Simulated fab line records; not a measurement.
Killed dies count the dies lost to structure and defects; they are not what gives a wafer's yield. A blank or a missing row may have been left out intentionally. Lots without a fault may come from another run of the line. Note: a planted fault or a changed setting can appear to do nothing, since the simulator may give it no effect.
Comparing a struck lot with a sound one || flow n5Finfet || 36 steps out of a route of 1938
Sound: the wafers L764.3, L764.4, L764.5. Wafers L775.1, L775.2 were the ones struck. The cause comes at the end.
Per side, at each step with rows, come the tool, then ch with its chambers, and then its first start. Under that, the readings that differ: sound wafers || struck wafers || difference of the means || sigmas: that difference in standard deviations of wafers without a fault.
alike: readings with means less than 2 such deviations apart, plus words and numbers identical on both sides. not compared: withheld readings, readings lacking a value on some wafer, bounds such as >300 that could conceal the same value, and numbers that have no deviation in the record and whose values overlap.
The two part at a step that has a row with sigmas, a row that says differs or no value, or rows on one side only. Numbers that have no deviation but don't overlap get no sigmas and don't part them. A reading missing from all wafers of one side parts the sides only when that side holds two or more wafers.

first, 9 steps without rows for these wafers: N5_BEOL_M4_ANNEAL_95 (time 240 s); N5_BEOL_M4_SPUTTER_96 (material Cu, target thk 4.5 nm, time 8.29 s); N5_BEOL_M4_ECD_50 (material Cu, target thk 300 nm); N5_BEOL_M4_ANNEAL_51 (time 90 s); N5_BEOL_M4_CMP_52 (polishes, stops on SiOC, t overpolish 6.8 s, target thk 40 nm); N5_BEOL_M4_PRE_CLEAN_60 (time 15 s); N5_BEOL_M4_CO_CAP_55 (material Co, precursor CCTBA/H2, target thk 2 nm, time 102.1 s); N5_BEOL_M4_PRE_CLEAN_56 (time 15 s); N5_BEOL_M4_DEP_57 (deposits SiCN from 3MS/NH3, target thk 8 nm, time 14 s).
N5_BEOL_M4_RC_MEAS_101:
  sound on prober-01 ch 0, day 9 05:26; struck on prober-01 ch 0, day 12 03:56
  alike: DIBL_N, DIBL_P, IOFF_N, IOFF_P, ION_N, ION_P, SS_N, SS_P, VT_N, VT_P
then, 24 steps without rows for these wafers: N5_BEOL_M5_ILD_DEP_00 (deposits SiCOH lowk from DEMS/porogen, target thk 140.64 nm, time 25.9 s); N5_BEOL_M5_CURE_79 (cures SiCOH lowk, time 240 s); N5_BEOL_M5_PECVD_70 (deposits SiO2 from TEOS/O2, target thk 16 nm, time 18 s); N5_BEOL_M5_HM_DEP_02 (deposits TiN, target thk 20 nm); N5_BEOL_M5_COAT_59 (time 60 s, resist thk 60 nm); N5_BEOL_M5_COAT_60 (time 60 s, resist thk 12 nm); N5_BEOL_M5_COAT_71 (time 60 s, resist thk 5 nm); N5_BEOL_M5_COAT_05 (resist thk 30 nm); N5_BEOL_M5_EBR_07; N5_BEOL_M5_SOFTBAKE_06 (time 60 s); N5_BEOL_M5_EXPOSE_08 (exposes mask M5, target cd 28 nm); N5_BEOL_M5_PEB_09 (peb time 60 s); N5_BEOL_M5_DEVELOP_10 (develop time 30 s); N5_BEOL_M5_DESCUM_16 (chemistry O2, time 7 s); N5_BEOL_M5_ETCH_72 (etches underlayer in N2/H2, target depth 6.5 nm, time 5.2 s); N5_BEOL_M5_ETCH_61 (etches SiARC in CF4, target depth 15.6 nm, time 26 s); N5_BEOL_M5_ETCH_62 (etches SOC in N2/H2, target depth 75 nm, overetch 15 nm, time 112.5 s); N5_BEOL_M5_STRIP_63 (strips in N2/H2); N5_BEOL_M5_STRIP_73 (strips in N2/H2); N5_BEOL_M5_STRIP_64 (strips in CF4); N5_BEOL_M5_HM_OPEN_17 (chemistry Cl2/BCl3, target TiN, target depth 20 nm, overetch 6 nm); N5_BEOL_M5_STRIP_19 (strips in O2); N5_BEOL_M5_COAT_65 (time 60 s, resist thk 60 nm); N5_BEOL_M5_COAT_66 (time 60 s, resist thk 12 nm).
-- a jump in the record: the struck wafers' starts before and after are 4 days apart (it breaks off in module BEOL_M5 and resumes in module MIM_TOP_ETCH, where the first step shown is number 1851 of the route) --
N5_MIM_TOP_ETCH_ETCH_00: etches TiN in Cl2/BCl3, target depth 38.5 nm.
  sound on rieMetal-03 ch 0,1, day 12 16:51; struck on rieMetal-03 ch 0,1, day 15 20:15
{"reading": "rfHoursCounterH (h)", "sound": "- - -", "struck": "37 18", "difference": "no value on the sound wafers", "sigmas": ""}
{"reading": "model.etch.depthNm (nm)", "sound": "39.18 40.72 40.45", "struck": "30.85 29.35", "difference": -10.02, "sigmas": ""}
{"reading": "model.MIM_TOP_ETCH.featureDepthNm (nm)", "sound": "39.2 40.8 40.4", "struck": "30.8 29.4", "difference": -10.0, "sigmas": ""}
{"reading": "model.MIM_TOP_ETCH.cdOffsetNm (nm)", "sound": "-0.2 -0.2 -0.2", "struck": "0.2 0.4", "difference": "+0.5", "sigmas": ""}
  alike: drypumpMotorCurrentA, oesProductAu, throttleValvePct
N5_PASSIVATION_PROBE_49:
  rows exist in the record for the struck wafers here (prober-02, day 16 06:08), but not for the sound ones

WHERE THEY PART
First at N5_MIM_TOP_ETCH_ETCH_00; last, within this record, at N5_PASSIVATION_PROBE_49.

WHY: whatever the simulator had introduced
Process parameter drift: rieMetal-03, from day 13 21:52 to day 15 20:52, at N5_MIM_TOP_ETCH_ETCH_00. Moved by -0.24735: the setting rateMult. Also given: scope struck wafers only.
